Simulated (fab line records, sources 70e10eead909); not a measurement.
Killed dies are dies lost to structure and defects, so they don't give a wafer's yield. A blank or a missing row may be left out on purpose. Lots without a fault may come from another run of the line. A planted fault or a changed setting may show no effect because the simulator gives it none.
Which tool did it? | flow nand_harc | 12 lots, 36 wafers sampled, at 4 steps of a route of 1159

WHAT THE GAUGES READ, wafer by wafer
The record holds no reading of a measuring or inspecting step that can be judged against a usual standard deviation.

WHICH TOOL RAN EACH LOT (tool, then ch and the chambers of the sampled wafers, then the start)
lot  | NHARC_A_SLIT_STRIP_18                         | NHARC_A_WL_FILL_ALD_00           | NHARC_A_WL_FILL_ALD_02              | NHARC_A_WL_FILL_STRIP_29
L353 | rie_diel-05 ch 0,3, day 14 20:51 or earlier   | ald_hk-03 ch 0,2, day 14 20:51   | ald_metal-02 ch 1,3, day 14 21:19   | rie_diel-04 ch 0,1, day 15 11:21
L356 | rie_diel-01 ch 2,3, day 15 06:17 or earlier   | ald_hk-03 ch 1,3, day 15 06:17   | ald_metal-01 ch 0,2, day 15 06:44   | rie_diel-06 ch 0,1,3, day 16 06:19
L355 | rie_diel-01 ch 0,1,3, day 15 06:17 or earlier | ald_hk-02 ch 0,2, day 15 06:17   | ald_metal-03 ch 0,1, day 15 06:50   | rie_diel-04 ch 0,2,3, day 16 06:18
L357 | rie_diel-02 ch 0,2,3, day 15 21:10 or earlier | ald_hk-03 ch 0,1,2, day 15 21:10 | ald_metal-01 ch 1,2, day 15 21:41   | rie_diel-04 ch 0,2, day 16 12:41
L358 | rie_diel-01 ch 1,2, day 16 04:50 or earlier   | ald_hk-02 ch 0,2,3, day 16 04:50 | ald_metal-01 ch 0,2,3, day 16 05:26 | rie_diel-04 ch 0,1,2, day 16 19:40
L362 | rie_diel-05 ch 0,1,2, day 16 17:17 or earlier | ald_hk-02 ch 0,1,2, day 16 17:17 | ald_metal-02 ch 0,2,3, day 16 17:47 | rie_diel-04 ch 1,2,3, day 17 08:08
L361 | rie_diel-02 ch 1,3, day 16 17:27 or earlier   | ald_hk-02 ch 0,1, day 16 17:27   | ald_metal-03 ch 1,2,3, day 16 17:56 | rie_diel-04 ch 2,3, day 17 11:18
L363 | rie_diel-01 ch 1,2,3, day 17 07:07 or earlier | ald_hk-04 ch 0,2,3, day 17 07:07 | ald_metal-03 ch 0,2,3, day 17 07:41 | rie_diel-04 ch 1,2,3, day 18 00:16
L366 | rie_diel-05 ch 1,3, day 17 21:43 or earlier   | ald_hk-04 ch 0,1,2, day 17 21:43 | ald_metal-03 ch 0,3, day 17 22:16   | rie_diel-07 ch 0,2,3, day 18 13:53
L373 | rie_diel-05 ch 1,2,3, day 20 09:54 or earlier | ald_hk-03 ch 0,1,3, day 20 09:54 | ald_metal-03 ch 0,2,3, day 20 10:23 | rie_diel-04 ch 0,1,3, day 21 04:19
L374 | rie_diel-05 ch 1,3, day 20 10:04 or earlier   | ald_hk-03 ch 0,2, day 20 10:04   | ald_metal-02 ch 1,3, day 20 10:35   | rie_diel-06 ch 1,2,3, day 21 03:57
L376 | rie_diel-02 ch 0,1, day 21 03:41 or earlier   | ald_hk-04 ch 1,2,3, day 21 03:41 | ald_metal-01 ch 0,1,2, day 21 04:25 | rie_diel-06 ch 0,1,2, day 21 18:41
- NHARC_A_SLIT_STRIP_18: strips in O2.
- NHARC_A_WL_FILL_ALD_00: deposits Al2O3, target thk 3 nm, pulse time 3 s, ald cycles 30.
- NHARC_A_WL_FILL_ALD_02: deposits TiN, target thk 2 nm, pulse time 3 s, ald cycles 100.
- NHARC_A_WL_FILL_STRIP_29: strips in O2, time 20 s.

WHAT THE TOOLS THEMSELVES READ (means of the sampled wafers that have a number; where no wafer has one, the mark that the record gives instead)
NHARC_A_SLIT_STRIP_18. Usual: drypump_motor_current_A 5.7 A, standard deviation 0.4; oes_product_au 1.006 a.u., standard deviation 0.016; rf_vpp_V 57.8 V, standard deviation 0.94; showerhead_plenum_p_Torr 3.52 Torr, standard deviation 0.11; throttle_valve_pct 17.036 %, standard deviation 0.0089.
lot  | tool        | drypump_motor_current_A (A) | oes_product_au (a.u.) | rf_vpp_V (V) | showerhead_plenum_p_Torr (Torr) | throttle_valve_pct (%) | flag
L353 | rie_diel-05 | 6.0                         | 0.994                 | 58.2         | 3.61                            | 17.046                 |
L356 | rie_diel-01 | 5.8                         | 0.985                 | 57.4         | 3.45                            | 17.043                 |
L355 | rie_diel-01 | 5.6                         | 1.009                 | 58.9         | 3.53                            | 17.035                 |
L357 | rie_diel-02 | 5.6                         | 1.002                 | 58.3         | 3.60                            | 17.042                 |
L358 | rie_diel-01 | 5.8                         | 0.982                 | 57.1         | 3.41                            | 17.029                 |
L362 | rie_diel-05 | 5.5                         | 1.025                 | 57.7         | 3.45                            | 17.029                 |
L361 | rie_diel-02 | 5.7                         | 1.008                 | 57.9         | 3.55                            | 17.040                 |
L363 | rie_diel-01 | 5.7                         | 0.997                 | 57.8         | 3.47                            | 17.029                 |
L366 | rie_diel-05 | 5.9                         | 1.017                 | 58.3         | 3.62                            | 17.035                 |
L373 | rie_diel-05 | 5.7                         | 1.023                 | 58.1         | 3.50                            | 17.034                 |
L374 | rie_diel-05 | 5.6                         | 1.020                 | 57.9         | 3.57                            | 17.032                 |
L376 | rie_diel-02 | 6.1                         | 1.001                 | 58.0         | 3.54                            | 17.039                 |

NHARC_A_WL_FILL_ALD_00. Usual: heater_power_outer_w 268 W, standard deviation 25; heater_power_w 474 W, standard deviation 38; precursor_pulse_height_rel 1.002, standard deviation 0.023.
lot  | tool      | heater_power_outer_w (W) | heater_power_w (W) | precursor_pulse_height_rel | flag
L353 | ald_hk-03 | 260                      | 485                | 0.983                      |
L356 | ald_hk-03 | 284                      | 486                | 1.017                      |
L355 | ald_hk-02 | 289                      | 479                | 1.022                      |
L357 | ald_hk-03 | 255                      | 471                | 1.016                      |
L358 | ald_hk-02 | 270                      | 472                | 0.994                      |
L362 | ald_hk-02 | 270                      | 459                | 1.019                      |
L361 | ald_hk-02 | 249                      | 429                | 0.974                      |
L363 | ald_hk-04 | 272                      | 470                | 1.005                      |
L366 | ald_hk-04 | 262                      | 469                | 0.998                      |
L373 | ald_hk-03 | 277                      | 482                | 1.004                      |
L374 | ald_hk-03 | 267                      | 478                | 0.986                      |
L376 | ald_hk-04 | 257                      | 469                | 1.005                      |

NHARC_A_WL_FILL_ALD_02. Usual: heater_power_outer_w 704 W, standard deviation 73; heater_power_w 1088 W, standard deviation 95; precursor_pulse_height_rel 1.002, standard deviation 0.021.
lot  | tool         | heater_power_outer_w (W) | heater_power_w (W) | precursor_pulse_height_rel | flag
L353 | ald_metal-02 | 699                      | 1046               | 0.992                      |
L356 | ald_metal-01 | 679                      | 1083               | 1.017                      |
L355 | ald_metal-03 | 648                      | 1046               | 0.995                      |
L357 | ald_metal-01 | 683                      | 1052               | 1.001                      |
L358 | ald_metal-01 | 756                      | 1152               | 1.005                      |
L362 | ald_metal-02 | 648                      | 1033               | 1.013                      |
L361 | ald_metal-03 | 763                      | 1148               | 0.975                      |
L363 | ald_metal-03 | 733                      | 1136               | 1.005                      |
L366 | ald_metal-03 | 665                      | 1044               | 1.001                      |
L373 | ald_metal-03 | 736                      | 1130               | 1.004                      |
L374 | ald_metal-02 | 671                      | 1034               | 1.011                      |
L376 | ald_metal-01 | 647                      | 1024               | 1.003                      |

NHARC_A_WL_FILL_STRIP_29. Usual: drypump_motor_current_A 5.8 A, standard deviation 0.37; oes_product_au 0.998 a.u., standard deviation 0.014; rf_vpp_V 57.9 V, standard deviation 0.83; showerhead_plenum_p_Torr 3.54 Torr, standard deviation 0.14; throttle_valve_pct 17.038 %, standard deviation 0.0087.
lot  | tool        | drypump_motor_current_A (A) | oes_product_au (a.u.) | rf_vpp_V (V) | showerhead_plenum_p_Torr (Torr) | throttle_valve_pct (%) | flag
L353 | rie_diel-04 | 5.6                         | 1.011                 | 57.7         | 3.45                            | 17.042                 |
L356 | rie_diel-06 | 5.9                         | 0.998                 | 57.2         | 3.47                            | 17.043                 |
L355 | rie_diel-04 | 5.6                         | 0.990                 | 58.0         | 3.56                            | 17.032                 |
L357 | rie_diel-04 | 5.8                         | 0.991                 | 58.6         | 3.65                            | 17.044                 |
L358 | rie_diel-04 | 5.7                         | 0.996                 | 57.8         | 3.55                            | 17.038                 |
L362 | rie_diel-04 | 5.6                         | 1.010                 | 58.6         | 3.48                            | 17.043                 |
L361 | rie_diel-04 | 5.7                         | 0.995                 | 58.6         | 3.58                            | 17.042                 |
L363 | rie_diel-04 | 5.6                         | 0.997                 | 58.4         | 3.48                            | 17.036                 |
L366 | rie_diel-07 | 5.9                         | 0.993                 | 57.6         | 3.55                            | 17.033                 |
L373 | rie_diel-04 | 5.6                         | 1.010                 | 58.5         | 3.46                            | 17.035                 |
L374 | rie_diel-06 | 6.1                         | 0.999                 | 57.9         | 3.61                            | 17.027                 |
L376 | rie_diel-06 | 5.7                         | 1.003                 | 58.2         | 3.59                            | 17.045                 |

THE ANSWER, worked out from the rows above alone
Rule: a lot is off if the mean of its wafers that have a number lies more than 3 standard deviations from the usual mean. A lot without any number at a reading at which 4 lots or more have one is off too. The other lots that the step has rows for count as sound. The gauges are gone through in route order, then the tools' own readings, and for those a lot's mean is taken as printed above. The first step at which some lot is off is used, and at that step the reading that is off furthest; a lot without a number counts as furthest.
No lot is off at any reading shown: from this, nothing can be told.

WHAT THE SIMULATOR HAD PUT IN
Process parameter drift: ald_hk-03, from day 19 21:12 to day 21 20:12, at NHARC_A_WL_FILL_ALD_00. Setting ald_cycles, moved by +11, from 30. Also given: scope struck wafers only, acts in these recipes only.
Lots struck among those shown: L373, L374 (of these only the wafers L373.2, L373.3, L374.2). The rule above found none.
